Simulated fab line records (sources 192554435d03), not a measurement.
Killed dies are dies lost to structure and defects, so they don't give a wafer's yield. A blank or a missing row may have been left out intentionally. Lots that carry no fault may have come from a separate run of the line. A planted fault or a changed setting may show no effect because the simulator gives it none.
fab line records	flow n5-finfet
record lots=9	wafers=24	last-day=17
route steps=1938 shown HKMG_FIN@432 BEOL_M4@1111 PASSIVATION@1936
lots that met no fault: from a run of the same line without faults
start-h: hours from the record's first day to the start of the lot's first wafer shown	wait-h: hours from the lot's prior step to this one	" unchanged from the row above	L1.1+2: a single row standing in for several wafers	- value missing, or start not given	* or withheld: withheld	< > ~ a bound
route shown NAME@n: a module of which the file shows steps, and the number in the route of the first	usual: mean/standard deviation taken from wafers without a fault	same: alike in all rows	chamber/n: place in a boat	sites: readings site by site	_std_site: standard deviation across them	_edge_site: outer sites' mean less inner sites'	radius-mm: how far each site lies from the wafer's centre	mask NAME#n: copy n	behind: the last tool/chamber to shape the wafer	hold: cause of the lot's hold/its duration in hours/its outcome	device: whichever transistor did not switch (one of n, p or np)	end of line: tests run on the same wafers once the route is complete	for a step that has no rows: nothing shown but its recipe	killed: at the first sort, the dies lost to defects and structure; wafer yield is something else	map: the dies of a wafer, with x for killed, . for not killed, _ for no die there
set.NAME: the setting the step ran with; set.NAME@STEP: the setting that earlier step ran with	model.NAME: the simulator's own value behind a step, which no gauge read
one table for each step of the route and one row for each wafer, over a sample of lots
services: when a tool's chamber went out of use (start-h, in hours from the record's first day, below 0 if earlier), for how many hours, and the reason
## steps
# step N5_HKMG_FIN_INSPECT_14
# recipe mode=adi	inspect-instrument=macro
# usual raw-defect-count=2.0/1.5
lot.wafer	tool	chamber	start-h	wait-h	raw-defect-count
L199.1	defect-inspect-01	-	89.86	0.0	1
L199.3	"	-	"	"	2
L199.5	"	-	"	"	3
L202.1	defect-inspect-01	-	106.55	0.0	1
L202.2	"	-	"	"	1
L202.4	"	-	"	"	3
L209.3	defect-inspect-01	-	146.59	0.0	4
L209.4	"	-	"	"	1
L209.6	"	-	"	"	2
L213.2	defect-inspect-02	-	170.25	0.0	1
L213.5	"	-	"	"	1
L214.4	defect-inspect-02	-	180.10	0.0	2
L214.5	"	-	"	"	1
L215.1	defect-inspect-02	-	182.03	0.0	1
L215.2	"	-	"	"	2
L215.5	"	-	"	"	1
L217.2	defect-inspect-02	-	199.59	0.0	3
L217.3	"	-	"	"	1
L219.1	defect-inspect-01	-	206.72	0.0	1
L219.4	"	-	"	"	1
L219.5	"	-	"	"	2
L220.2	defect-inspect-02	-	212.02	0.0	3
L220.4	"	-	"	"	1
L220.5	"	-	"	"	0
# step N5_HKMG_FIN_ALD_91
# recipe material=TiN	target-thk-a=10	temp-c=400	ald-precursor-family=TiCl4	ald-co-reactant=NH3	pulse-time-s=1	purge-time-s=3	co-reactant-purge-time-s=2	co-reactant-pulse-time-s=2	ald-cycles=47	pressure-torr=3
# usual ald-cycles=47/0	chamber-pressure-Torr=2.999/0.0065	heater-power-w=834/68	precursor-pulse-height-rel=1.002/0.017
lot.wafer	tool	chamber	start-h	wait-h	ald-cycles	chamber-pressure-Torr	heater-power-w	precursor-pulse-height-rel
L199.1	ald-metal-02	1	91.51	0.3	47	2.981	889	0.974
L199.3	"	0	"	"	47	3.000	829	0.991
L199.5	"	1	"	"	47	2.998	861	1.005
L202.1	ald-metal-03	0	107.57	0.3	47	3.012	907	1.002
L202.2	"	1	"	"	47	3.005	909	0.995
L202.4	"	2	"	"	47	3.002	840	1.016
L209.3	ald-metal-02	2	147.67	0.1	47	3.003	803	0.998
L209.4	"	2	"	"	47	3.006	830	0.995
L209.6	"	0	"	"	47	2.999	795	0.990
L213.2	ald-metal-02	3	171.31	0.3	33	3.001	817	0.998
L213.5	"	3	"	"	33	2.993	806	0.997
L214.4	ald-metal-02	1	181.11	0.1	47	3.002	852	0.984
L214.5	"	2	"	"	33	3.007	811	1.018
L215.1	ald-metal-03	2	183.41	0.3	47	3.002	863	0.975
L215.2	"	0	"	"	47	2.991	915	1.014
L215.5	"	3	"	"	47	3.000	912	0.992
L217.2	ald-metal-02	0	200.61	0.3	33	2.997	831	0.982
L217.3	"	2	"	"	47	3.001	796	1.009
L219.1	ald-metal-01	0	208.03	0.3	47	2.997	855	0.996
L219.4	"	3	"	"	47	2.997	839	1.004
L219.5	"	1	"	"	47	3.012	669	0.980
L220.2	ald-metal-03	2	213.26	0.3	47	2.998	861	1.001
L220.4	"	1	"	"	47	3.003	927	0.998
L220.5	"	1	"	"	47	3.005	943	0.970
# step N5_HKMG_FIN_STRIP_89
# recipe chemistry=N2/H2	material=SOC	time-s=20	power-w=500	temp-c=40	pressure-mtorr=50	rf-frequency-hz=6e+07	bias-power-w=8	h2-frac=0.5	n2-flow-sccm=300	h2-flow-sccm=300
# usual bias-power-w=7.996/0.022	drypump-motor-current-A=5.7/0.5	oes-product-au=0.82/0.097	rf-vpp-V=54.2/0.77	showerhead-plenum-p-Torr=3.37/0.12	throttle-valve-pct=19.1/0.38
lot.wafer	tool	chamber	start-h	wait-h	bias-power-w	drypump-motor-current-A	oes-product-au	rf-hours-counter-h	rf-vpp-V	showerhead-plenum-p-Torr	throttle-valve-pct
L199.1	rie-diel-06	0	91.91	0.0	8.031	5.8	0.92	26	54.2	3.56	18.7
L199.3	"	1	"	"	7.952	6.3	0.67	244	54.6	3.30	18.8
L199.5	"	0	"	"	8.002	5.7	0.93	-	54.0	3.56	18.7
L202.1	rie-diel-06	2	108.01	0.0	7.967	5.6	0.73	183	54.0	3.48	19.8
L202.2	"	3	"	"	7.983	5.6	0.85	63	53.6	3.28	18.9
L202.4	"	0	"	"	8.005	5.8	0.91	30	55.5	3.56	18.7
L209.3	rie-diel-06	2	148.07	0.0	7.998	5.6	0.74	201	54.1	3.47	19.8
L209.4	"	1	"	"	7.978	6.3	0.97	6	53.7	3.29	18.4
L209.6	"	0	"	"	7.980	5.7	0.89	-	54.6	3.55	18.8
L213.2	rie-diel-01	0	171.71	0.0	7.975	4.7	0.71	201	54.6	3.35	18.8
L213.5	"	1	"	"	7.998	5.0	0.73	-	54.9	3.24	19.7
L214.4	rie-diel-02	2	181.53	0.0	7.980	5.7	0.90	22	55.5	3.45	19.0
L214.5	"	2	"	"	7.998	5.7	0.89	-	54.6	3.45	19.0
L215.1	rie-diel-06	0	183.81	0.0	8.005	5.7	0.87	62	55.1	3.54	18.8
L215.2	"	2	"	"	8.004	5.6	0.72	212	54.1	3.47	19.8
L215.5	"	0	"	"	8.016	5.8	0.86	-	53.5	3.54	18.8
L217.2	rie-diel-01	0	201.02	0.0	7.950	4.7	0.73	210	52.9	3.34	18.8
L217.3	"	1	"	"	8.028	5.0	0.72	185	54.9	3.23	19.7
L219.1	rie-diel-06	3	208.43	0.0	8.016	5.6	0.82	103	54.5	3.26	19.0
L219.4	"	2	"	"	7.983	5.6	0.71	221	53.6	3.46	19.8
L219.5	"	3	"	"	8.011	5.5	0.82	-	53.7	3.26	19.0
L220.2	rie-diel-01	0	213.66	0.0	8.005	4.7	0.71	215	54.9	3.34	18.8
L220.4	"	3	"	"	7.961	5.4	0.86	45	54.2	3.25	19.1
L220.5	"	1	"	"	8.025	5.0	0.71	-	54.3	3.23	19.7
# step N5_HKMG_FIN_ETCHBACK_68
# recipe chemistry=Cl2/Ar	stop-on=HfO2	target-depth-a=5	pressure-mtorr=10	icp-w=600	bias-w=60	Cl2_flow_sccm=40	Ar_flow_sccm=60
# usual drypump-motor-current-A=5.5/0.44	mfc-cl2-sccm=39.99/0.11	oes-product-au=0.76/0.12	throttle-valve-pct=20.92/0.26
lot.wafer	tool	chamber	start-h	wait-h	drypump-motor-current-A	mfc-cl2-sccm	oes-product-au	rf-hours-counter-h	throttle-valve-pct
L199.1	rie-metal-01	1	93.14	0.0	5.1	40.04	0.93	3	20.83
L199.3	"	1	"	"	5.1	40.20	0.92	-	20.81
L199.5	"	1	"	"	5.1	39.87	0.94	-	20.82
L202.1	rie-metal-01	1	109.32	0.0	5.1	39.80	0.91	5	20.83
L202.2	"	0	"	"	5.9	40.13	0.82	16	21.04
L202.4	"	0	"	"	5.9	40.04	0.83	-	21.05
L209.3	rie-metal-03	1	149.34	0.1	4.8	39.79	0.86	-	20.67
L209.4	"	0	"	"	6.4	39.70	0.87	-	20.35
L209.6	"	1	"	"	4.8	39.80	0.88	-	20.66
L213.2	rie-metal-02	0	172.94	0.0	5.3	40.07	0.64	99	21.20
L213.5	"	1	"	"	5.6	40.01	0.62	-	20.96
L214.4	rie-metal-02	1	182.83	0.1	5.6	39.98	0.62	-	20.95
L214.5	"	1	"	"	5.6	40.05	0.51	-	21.15
L215.1	rie-metal-03	0	185.05	0.0	6.4	40.05	0.85	12	20.36
L215.2	"	1	"	"	4.8	40.01	0.86	16	20.68
L215.5	"	1	"	"	4.8	40.15	0.85	-	20.68
L217.2	rie-metal-02	1	202.32	0.0	5.6	39.87	0.62	114	20.96
L217.3	"	1	"	"	5.6	39.77	0.61	-	20.95
L219.1	rie-metal-01	1	209.66	0.0	5.1	40.06	0.85	14	20.86
L219.4	"	0	"	"	5.9	39.83	0.79	-	21.07
L219.5	"	0	"	"	5.9	39.92	0.79	-	21.08
L220.2	rie-metal-01	0	215.04	0.0	5.9	39.99	0.78	28	21.06
L220.4	"	1	"	"	5.1	39.92	0.86	-	20.84
L220.5	"	1	"	"	5.1	39.90	0.86	-	20.85
# step N5_BEOL_M4_RC_MEAS_101
# usual DIBL_N=36.8/1.5	DIBL_P=37.1/2.1	IOFF_N=0.168/0.03	IOFF_N_85C=3.2/0.47	IOFF_N_LIN=0.077/0.011	IOFF_N_LONG=5.56e-05/2.4e-06	IOFF_P=0.22/0.034	ION_N=679/12	ION_P=466/8	SS_N=71.7/0.58	SS_P=73.5/0.67	VT_N=248.8/2.7	VT_N_LONG=274.7/2	VT_N_LVT=98/3.1	VT_P=-250/3.3	VT_P_LONG=-276/3.3	VT_P_LVT=-98.6/2.8
lot.wafer	tool	chamber	start-h	wait-h	DIBL_N[mV/V]	DIBL_P[mV/V]	IOFF_N[nA/um]	IOFF_N_85C[nA/um]	IOFF_N_LIN[nA/um]	IOFF_N_LONG[nA/um]	IOFF_P[nA/um]	ION_N[uA/um]	ION_P[uA/um]	SS_N[mV/dec]	SS_P[mV/dec]	VT_N[mV]	VT_N_LONG[mV]	VT_N_LVT[mV]	VT_P[mV]	VT_P_LONG[mV]	VT_P_LVT[mV]
L199.1	prober-01	0	181.48	0.0	37.0	36.1	0.146	2.9	0.070	5.74e-05	0.19	678	461	71.5	73.5	249.8	271.8	101	-253	-272	-101.4
L199.3	"	0	"	"	36.9	36.0	0.146	2.9	0.071	5.76e-05	0.20	675	462	70.6	72.9	247.4	272.5	98	-249	-273	-99.1
L199.5	"	0	"	"	37.1	36.1	0.148	2.9	0.072	5.75e-05	0.20	672	461	70.9	73.4	248.0	268.0	100	-250	-274	-99.7
L202.1	prober-01	0	185.76	0.0	37.7	38.3	0.187	3.6	0.085	5.29e-05	0.26	678	467	72.6	74.2	247.7	276.2	97	-246	-278	-97.7
L202.2	"	0	"	"	39.2	37.7	0.213	4.0	0.088	5.47e-05	0.24	680	460	72.9	73.9	248.0	276.6	97	-247	-276	-98.9
L202.4	"	0	"	"	34.7	33.1	0.126	2.6	0.061	5.51e-05	0.17	667	458	71.5	73.1	252.7	277.2	103	-252	-275	-102.5
L209.3	prober-02	0	240.63	0.3	37.1	39.3	0.176	3.4	0.079	5.33e-05	0.24	677	463	72.4	73.6	250.6	274.0	101	-246	-275	-100.9
L209.4	"	0	"	"	36.8	40.2	0.175	3.3	0.080	5.36e-05	0.27	670	463	72.5	74.6	249.6	274.1	100	-246	-276	-98.6
L209.6	"	0	"	"	37.4	40.5	0.181	3.4	0.081	5.21e-05	0.27	674	466	72.5	74.3	247.8	273.3	99	-246	-275	-97.4
L213.2	prober-01	0	262.98	0.2	37.2	37.4	0.655	10.5	0.306	0.0001684	0.15	771	449	71.8	72.4	208.5	240.8	60	-261	-284	-108.6
L213.5	"	0	"	"	38.1	38.0	0.673	10.7	0.312	0.0001673	0.16	770	452	71.6	73.9	210.5	237.5	60	-259	-285	-107.8
L215.1	prober-01	0	268.45	0.0	38.4	38.2	0.189	3.6	0.086	5.48e-05	0.24	696	480	72.0	73.4	246.2	275.5	99	-250	-276	-100.1
L215.2	"	0	"	"	37.9	37.6	0.169	3.3	0.079	5.27e-05	0.24	677	464	71.6	73.5	245.0	278.0	101	-249	-277	-99.6
L215.5	"	0	"	"	37.8	38.1	0.193	3.6	0.088	5.33e-05	0.25	708	484	72.4	74.2	243.7	278.0	97	-245	-274	-98.9
L214.4	prober-01	0	269.84	0.5	33.8	33.9	0.118	2.4	0.059	5.47e-05	0.17	674	468	70.9	72.4	253.6	275.7	102	-252	-272	-100.4
L214.5	"	0	"	"	37.9	39.5	0.631	9.9	0.297	0.0001604	0.18	757	453	71.7	73.9	208.2	240.7	61	-258	-282	-106.8
L217.2	prober-02	0	294.62	0.2	38.9	37.8	0.651	10.2	0.286	0.0001505	0.13	757	441	72.3	73.9	210.6	240.5	63	-268	-295	-116.0
L217.3	"	0	"	"	36.8	35.5	0.135	2.7	0.064	4.89e-05	0.17	675	459	70.8	73.3	254.0	276.3	103	-256	-284	-106.6
L219.1	prober-02	0	296.59	0.0	33.4	33.0	0.126	2.5	0.062	6.02e-05	0.19	679	469	71.3	72.9	252.8	273.1	101	-251	-273	-98.6
L219.4	"	0	"	"	34.7	34.8	0.147	2.9	0.071	5.93e-05	0.22	681	472	71.5	73.4	252.4	274.2	98	-247	-273	-96.2
L219.5	"	0	"	"	36.5	36.2	0.164	3.2	0.077	5.87e-05	0.26	678	474	72.4	73.0	248.7	271.8	97	-246	-272	-94.9
L220.2	prober-01	0	314.67	0.2	37.7	38.6	0.167	3.3	0.078	5.66e-05	0.25	676	467	71.3	73.1	249.5	275.0	97	-246	-270	-95.1
L220.4	"	0	"	"	38.0	37.2	0.171	3.3	0.078	5.86e-05	0.22	680	469	71.0	72.6	249.2	276.1	98	-248	-273	-97.7
L220.5	"	0	"	"	35.4	34.7	0.135	2.7	0.064	5.79e-05	0.18	667	455	71.3	72.9	252.4	274.7	102	-251	-274	-99.8
# step N5_PASSIVATION_PROBE_49
# usual defect-limited-yield=91.0/1.5	killed_at_M0_to_M3=34/11	killed_at_M4_up=14/5.3	killed-at-contacts=13/7	killed-at-front-end=41/13	killed-at-other=4/3.1	killed-dies=106/17	killed-on-rim=14/3.9	killed-open=70/12	killed-short=35/8	sort_bin_4_leakage=0.00/0.007	sort_bin_5_function=5.2/0.98	sort_bin_6_memory=3.4/0.69	sort-n-pass=1074/17	sort-yield-pct=91.0/1.5
# same gross-dies=1180	killed-at-back-side=0	sort_bin_8_speed[%]=0
lot.wafer	tool	chamber	start-h	wait-h	defect-limited-yield[%]	killed_at_M0_to_M3	killed_at_M4_up	killed-at-contacts	killed-at-front-end	killed-at-other	killed-dies	killed-on-rim	killed-open	killed-short	sort_bin_4_leakage[%]	sort_bin_5_function[%]	sort_bin_6_memory[%]	sort-n-pass	sort-yield-pct[%]
L202.1	prober-01	-	286.73	0.0	89.3	75	14	10	21	6	126	20	87	39	0	5.8	4.2	1054	89.3
L202.2	prober-01	-	286.78	0.1	91.5	41	16	17	24	2	100	17	73	27	0	4.8	3.6	1080	91.5
L202.4	prober-01	-	286.88	0.2	90.7	41	20	8	37	4	110	13	72	38	0	5.6	3.5	1070	90.7
L199.1	prober-01	-	287.03	0.1	89.6	34	15	20	44	10	123	17	88	34	0	6.9	3.2	1057	89.6
L199.3	prober-01	-	287.13	0.2	87.0	27	17	17	89	3	153	15	113	40	0	7.7	4.8	1027	87.0
L199.5	prober-01	-	287.23	0.3	87.0	42	12	26	67	6	153	22	106	47	0	8.1	4.6	1027	87.0
L209.3	prober-02	-	356.60	0.1	93.6	23	11	3	33	6	76	11	40	35	0	3.6	2.7	1104	93.6
L209.4	prober-02	-	356.65	0.2	91.8	35	11	12	33	6	97	18	63	34	0	4.7	3.3	1083	91.8
L209.6	prober-02	-	356.75	0.3	90.3	32	11	18	47	7	115	13	82	33	0	5.9	3.6	1065	90.3
L213.2	prober-02	-	368.26	0.1	84.2	32	12	8	131	4	187	37	61	46	80.17	5.5	3.1	47	4.0
L213.5	prober-02	-	368.41	0.2	88.1	35	7	15	80	3	140	30	76	31	83.98	5.3	3.6	49	4.2
L214.4	prober-02	-	377.31	0.2	90.3	40	10	20	40	4	114	7	71	41	0	4.8	4.1	1066	90.3
L214.5	prober-02	-	377.36	0.2	84.4	41	9	28	104	2	184	40	73	31	77.46	5.1	3.6	82	6.9
L215.1	prober-02	-	392.62	0.0	90.6	45	6	10	44	6	111	10	64	47	0	6.3	3.0	1069	90.6
L215.2	prober-02	-	392.67	0.1	91.0	37	11	17	32	9	106	13	76	29	0	5.0	3.6	1074	91.0
L215.5	prober-02	-	392.82	0.2	91.0	32	14	23	32	5	106	14	63	42	0	5.5	3.3	1074	91.0
L217.2	prober-01	-	398.00	0.1	85.7	26	17	8	112	6	169	21	69	38	84.83	5.3	3.4	10	0.8
L217.3	prober-01	-	398.05	0.1	90.6	44	11	8	47	1	111	10	68	42	0	5.0	4.0	1069	90.6
L219.1	prober-02	-	404.80	0.0	91.1	53	7	13	32	0	105	15	68	36	0	5.0	3.5	1075	91.1
L219.4	prober-02	-	404.95	0.2	92.2	43	12	11	26	0	92	15	68	23	0	5.3	2.2	1088	92.2
L219.5	prober-02	-	405.00	0.2	89.7	63	10	8	40	1	122	19	83	38	0	6.8	3.5	1058	89.7
L220.2	prober-02	-	409.86	0.1	88.8	52	24	4	51	1	132	17	85	43	0	6.4	3.9	1048	88.8
L220.4	prober-02	-	409.96	0.2	90.5	34	14	13	50	1	112	13	79	33	0	5.8	3.5	1068	90.5
L220.5	prober-02	-	410.01	0.2	90.7	41	15	8	44	2	110	17	74	33	0	5.8	3.2	1070	90.7
# killed by level:class
L202.1 BEOL_M2:geometric-particle:open=22 BEOL_M0_SAQP:geometric-particle:open=17 BEOL_M0_SAQP:geometric-particle:short=17 MOL_CONTACT_COAG:geometric-particle:open=10 BEOL_M4:geometric-particle:open=9 BEOL_M0:geometric-particle:open=7 BEOL_M1:geometric-particle:open=4 BEOL_M3:geometric-particle:open=4
L202.2 MOL_CONTACT_COAG:geometric-particle:open=14 BEOL_M3:geometric-particle:open=12 FIN_SAQP:geometric-particle:short=7 FIN_SAQP:geometric-particle:open=7 BEOL_M0_SAQP:geometric-particle:open=7 BEOL_M0_SAQP:geometric-particle:short=6 BEOL_M2:geometric-particle:open=6 BEOL_M4:geometric-particle:open=6
L202.4 BEOL_M4:geometric-particle:open=15 STI_FIN_REVEAL:geometric-particle:open=10 BEOL_M2:geometric-particle:open=9 BEOL_M0_SAQP:geometric-particle:short=9 BEOL_M0_SAQP:geometric-particle:open=9 MOL_CONTACT_COAG:geometric-particle:open=6 FIN_SAQP:geometric-particle:short=5 BEOL_M1:geometric-particle:open=5
L199.1 STI_FIN_REVEAL:geometric-particle:open=16 MOL_CONTACT_COAG:geometric-particle:open=16 BEOL_M2:geometric-particle:open=9 BEOL_M0_SAQP:geometric-particle:open=7 BEOL_M0_SAQP:geometric-particle:short=5 BEOL_M4:geometric-particle:open=5 FIN_SAQP:geometric-particle:short=4 MOL_CONTACT_COAG:geometric-particle:short=4
L199.3 STI_FIN_REVEAL:geometric-particle:open=44 MOL_CONTACT_COAG:geometric-particle:open=14 STI_FIN_REVEAL:geometric-particle:short=11 BEOL_M4:geometric-particle:open=10 BEOL_M3:geometric-particle:open=9 FIN_SAQP:geometric-particle:open=7 BEOL_M0_SAQP:geometric-particle:short=7 FIN_SAQP:geometric-particle:short=6
L199.5 STI_FIN_REVEAL:geometric-particle:open=32 MOL_CONTACT_COAG:geometric-particle:open=20 STI_FIN_REVEAL:geometric-particle:short=14 BEOL_M0_SAQP:geometric-particle:open=14 BEOL_M4:geometric-particle:open=10 BEOL_M0_SAQP:geometric-particle:short=9 MOL_CONTACT_COAG:geometric-particle:short=6 BEOL_M1:geometric-particle:open=6
L209.3 DUMMY_GATE:geometric-particle:open=9 BEOL_M0_SAQP:geometric-particle:open=8 STARTING-WAFER:geometric-particle:short=6 FIN_SAQP:geometric-particle:short=4 BEOL_M0_SAQP:geometric-particle:short=4 BEOL_M2:geometric-particle:open=4 BEOL_M4:geometric-particle:open=4 DUMMY_GATE:geometric-particle:short=3
L209.4 BEOL_M2:geometric-particle:open=11 STI_FIN_REVEAL:geometric-particle:open=7 MOL_CONTACT_COAG:geometric-particle:open=7 GATE_CUT:geometric-particle:short=6 BEOL_M0_SAQP:geometric-particle:short=6 MOL_CONTACT_COAG:geometric-particle:short=5 BEOL_M1:geometric-particle:open=5 STARTING-WAFER:geometric-particle:open=5
L209.6 STI_FIN_REVEAL:geometric-particle:open=19 MOL_CONTACT_COAG:geometric-particle:open=15 BEOL_M3:geometric-particle:open=11 BEOL_M0_SAQP:geometric-particle:open=6 BEOL_M0_SAQP:geometric-particle:short=6 FIN_SAQP:geometric-particle:short=5 GATE_CUT:geometric-particle:short=5 STARTING-WAFER:geometric-particle:open=5
L213.2 HKMG_FIN:area-ald=80 FIN_SAQP:geometric-particle:short=13 FIN_SAQP:geometric-particle:open=10 STI_FIN_REVEAL:geometric-particle:open=10 MOL_CONTACT_COAG:geometric-particle:open=6 BEOL_M0_SAQP:geometric-particle:open=6 BEOL_M4:geometric-particle:open=6 BEOL_M3:geometric-particle:open=5
L213.5 HKMG_FIN:area-ald=33 FIN_SAQP:geometric-particle:open=16 MOL_CONTACT_COAG:geometric-particle:open=15 BEOL_M1:geometric-particle:open=10 BEOL_M2:geometric-particle:open=9 ILD0:geometric-particle:short=7 FIN_SAQP:geometric-particle:short=5 GATE_CUT:geometric-particle:short=5
L214.4 FIN_SAQP:geometric-particle:short=13 MOL_CONTACT_COAG:geometric-particle:open=12 BEOL_M3:geometric-particle:open=11 BEOL_M2:geometric-particle:open=10 MOL_CONTACT_COAG:geometric-particle:short=8 BEOL_M0_SAQP:geometric-particle:open=7 FIN_SAQP:geometric-particle:open=6 BEOL_M1:geometric-particle:open=5
L214.5 HKMG_FIN:area-ald=79 MOL_CONTACT_COAG:geometric-particle:open=22 BEOL_M2:geometric-particle:open=10 BEOL_M3:geometric-particle:open=8 MOL_CONTACT_COAG:geometric-particle:short=6 FIN_SAQP:geometric-particle:open=5 BEOL_M0:geometric-particle:open=5 DUMMY_GATE:geometric-particle:open=4
L215.1 DUMMY_GATE:geometric-particle:open=12 BEOL_M0_SAQP:geometric-particle:short=12 BEOL_M1:geometric-particle:open=10 STI_FIN_REVEAL:geometric-particle:open=7 GATE_CUT:geometric-particle:short=7 MOL_CONTACT_COAG:geometric-particle:open=7 BEOL_M0_SAQP:geometric-particle:open=6 FIN_SAQP:geometric-particle:open=5
L215.2 BEOL_M0_SAQP:geometric-particle:open=13 MOL_CONTACT_COAG:geometric-particle:open=10 STI_FIN_REVEAL:geometric-particle:open=8 FIN_SAQP:geometric-particle:open=7 MOL_CONTACT_COAG:geometric-particle:short=7 BEOL_M4:geometric-particle:open=6 BEOL_M1:geometric-particle:open=5 GATE_CUT:geometric-particle:short=4
L215.5 MOL_CONTACT_COAG:geometric-particle:open=19 GATE_CUT:geometric-particle:short=7 BEOL_M0_SAQP:geometric-particle:open=7 BEOL_M4:geometric-particle:open=6 BEOL_M0_SAQP:geometric-particle:short=5 BEOL_M3:geometric-particle:open=5 GATE_CUT:geometric-particle:open=4 MOL_CONTACT_COAG:geometric-particle:short=4
L217.2 HKMG_FIN:area-ald=62 FIN_SAQP:geometric-particle:open=21 FIN_SAQP:geometric-particle:short=10 MOL_CONTACT_COAG:geometric-particle:open=7 BEOL_M2:geometric-particle:open=6 BEOL_M4:geometric-particle:short=6 STI_FIN_REVEAL:geometric-particle:open=5 BEOL_M0_SAQP:geometric-particle:short=5
L217.3 FIN_SAQP:geometric-particle:open=16 BEOL_M0_SAQP:geometric-particle:short=15 BEOL_M2:geometric-particle:open=9 FIN_SAQP:geometric-particle:short=8 BEOL_M0:geometric-particle:open=6 BEOL_M0_SAQP:geometric-particle:open=6 DUMMY_GATE:geometric-particle:open=5 MOL_CONTACT_COAG:geometric-particle:open=5
L219.1 BEOL_M2:geometric-particle:open=13 FIN_SAQP:geometric-particle:short=11 MOL_CONTACT_COAG:geometric-particle:open=10 BEOL_M0_SAQP:geometric-particle:open=9 DUMMY_GATE:geometric-particle:open=8 FIN_SAQP:geometric-particle:open=7 BEOL_M0_SAQP:geometric-particle:short=7 BEOL_M2:geometric-particle:short=7
L219.4 BEOL_M2:geometric-particle:open=18 FIN_SAQP:geometric-particle:short=10 MOL_CONTACT_COAG:geometric-particle:open=10 BEOL_M0_SAQP:geometric-particle:open=8 FIN_SAQP:geometric-particle:open=7 BEOL_M4:geometric-particle:open=7 BEOL_M0_SAQP:geometric-particle:short=5 BEOL_M1:geometric-particle:open=4
L219.5 BEOL_M2:geometric-particle:open=12 BEOL_M0_SAQP:geometric-particle:open=11 BEOL_M3:geometric-particle:open=10 BEOL_M1:geometric-particle:open=9 FIN_SAQP:geometric-particle:short=8 STI_FIN_REVEAL:geometric-particle:open=7 MOL_CONTACT_COAG:geometric-particle:open=7 DUMMY_GATE:geometric-particle:open=6
L220.2 BEOL_M0_SAQP:geometric-particle:short=18 BEOL_M0_SAQP:geometric-particle:open=14 BEOL_M4:geometric-particle:open=12 FIN_SAQP:geometric-particle:open=11 STI_FIN_REVEAL:geometric-particle:open=11 BEOL_M3:geometric-particle:open=7 STARTING-WAFER:geometric-particle:short=7 DUMMY_GATE:geometric-particle:open=6
L220.4 STI_FIN_REVEAL:geometric-particle:open=21 MOL_CONTACT_COAG:geometric-particle:open=11 BEOL_M3:geometric-particle:open=10 STI_FIN_REVEAL:geometric-particle:short=6 FIN_SAQP:geometric-particle:open=5 FIN_SAQP:geometric-particle:short=5 BEOL_M0_SAQP:geometric-particle:short=5 BEOL_M2:geometric-particle:open=5
L220.5 BEOL_M3:geometric-particle:open=14 FIN_SAQP:geometric-particle:open=10 BEOL_M0_SAQP:geometric-particle:open=10 BEOL_M0_SAQP:geometric-particle:short=10 FIN_SAQP:geometric-particle:short=7 STI_FIN_REVEAL:geometric-particle:open=7 MOL_CONTACT_COAG:geometric-particle:open=6 BEOL_M0:geometric-particle:open=4
## services
tool	chamber	start-h	hours	kind
rie-diel-02	-	72.54	11.6	repair
rie-metal-03	-	74.93	1.3	repair
ald-metal-03	0	87.98	6.5	repair
rie-diel-02	2	96.77	1.5	repair
rie-metal-03	-	96.91	2.8	pm
ald-metal-01	0	104.37	4.3	repair
rie-diel-06	1	109.69	-	clean
rie-diel-06	1	109.69	-	consumable-replace:focus-ring
rie-diel-06	1	109.69	20.6	scheduled-down
rie-diel-06	1	109.69	20.6	vent-cycle
ald-metal-02	-	116.98	0.9	repair
rie-metal-03	-	123.91	0.3	repair
rie-diel-01	3	130.35	4.5	repair
ald-metal-03	2	131.81	1.9	repair
ald-metal-02	1	140.20	31.7	repair
rie-diel-01	2	147.45	-	clean
rie-diel-01	2	147.45	-	consumable-replace:focus-ring
rie-diel-01	-	148.96	0.1	repair
rie-diel-02	1	158.46	5.5	repair
ald-metal-01	0	164.19	25.1	repair
rie-metal-02	-	166.55	2.8	pm
rie-metal-01	1	176.03	10.8	repair
rie-metal-03	0	196.89	10.6	repair
ald-metal-01	-	212.84	6.0	pm
## key
first-sign step=N5_HKMG_FIN_ALD_91	reading=ald-cycles	direction=down	sigmas=99+	usual=*	struck=*
effect step=N5_BEOL_M4_RC_MEAS_101	reading=IOFF_N_LONG	direction=up	sigmas=44	usual=5.56e-05	struck=0.0001617
effect step=N5_BEOL_M4_RC_MEAS_101	reading=IOFF_N_LIN	direction=up	sigmas=20	usual=0.077	struck=0.300
effect step=N5_BEOL_M4_RC_MEAS_101	reading=VT_N_LONG	direction=down	sigmas=18	usual=274.7	struck=239.9
effect step=N5_BEOL_M4_RC_MEAS_101	reading=IOFF_N	direction=up	sigmas=16	usual=0.168	struck=0.653
effect step=N5_BEOL_M4_RC_MEAS_101	reading=IOFF_N_85C	direction=up	sigmas=15	usual=3.2	struck=10.3
effect step=N5_BEOL_M4_RC_MEAS_101	reading=VT_N	direction=down	sigmas=15	usual=248.8	struck=209.5
effect step=N5_BEOL_M4_RC_MEAS_101	reading=VT_N_LVT	direction=down	sigmas=12	usual=98	struck=61
effect step=N5_BEOL_M4_RC_MEAS_101	reading=ION_N	direction=up	sigmas=7	usual=679	struck=764
effect step=N5_BEOL_M4_RC_MEAS_101	reading=VT_P_LVT	direction=down	sigmas=4	usual=-98.6	struck=-109.8
effect step=N5_BEOL_M4_RC_MEAS_101	reading=VT_P	direction=down	sigmas=3.6	usual=-250	struck=-262
effect step=N5_BEOL_M4_RC_MEAS_101	reading=VT_P_LONG	direction=down	sigmas=3.2	usual=-276	struck=-286
effect step=N5_BEOL_M4_RC_MEAS_101	reading=ION_P	direction=down	sigmas=2.1	usual=466	struck=449
effect step=N5_PASSIVATION_PROBE_49	reading=sort_bin_4_leakage	direction=up	sigmas=99+	usual=0.00	struck=81.61
more-kills-born-at N5_HKMG_FIN_ALD_91@ald-metal-02=254
met-at N5_HKMG_FIN_ALD_91
struck-lots L213,L214,L217
struck-wafers L213.2,L213.5,L214.5,L217.2
not-acting-at N5_HKMG_FIN_INSPECT_14,N5_HKMG_FIN_STRIP_89,N5_HKMG_FIN_ETCHBACK_68
onset-between 147.67 171.31
fault kind=process-parameter-drift	tool=ald-metal-02	chamber=-	onset-h=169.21	steps=N5_HKMG_FIN_ALD_91	channel=ald-cycles	offset=*	shape=step	end-h=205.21	scope=struck-wafers-only	acts-in=*	stated=*
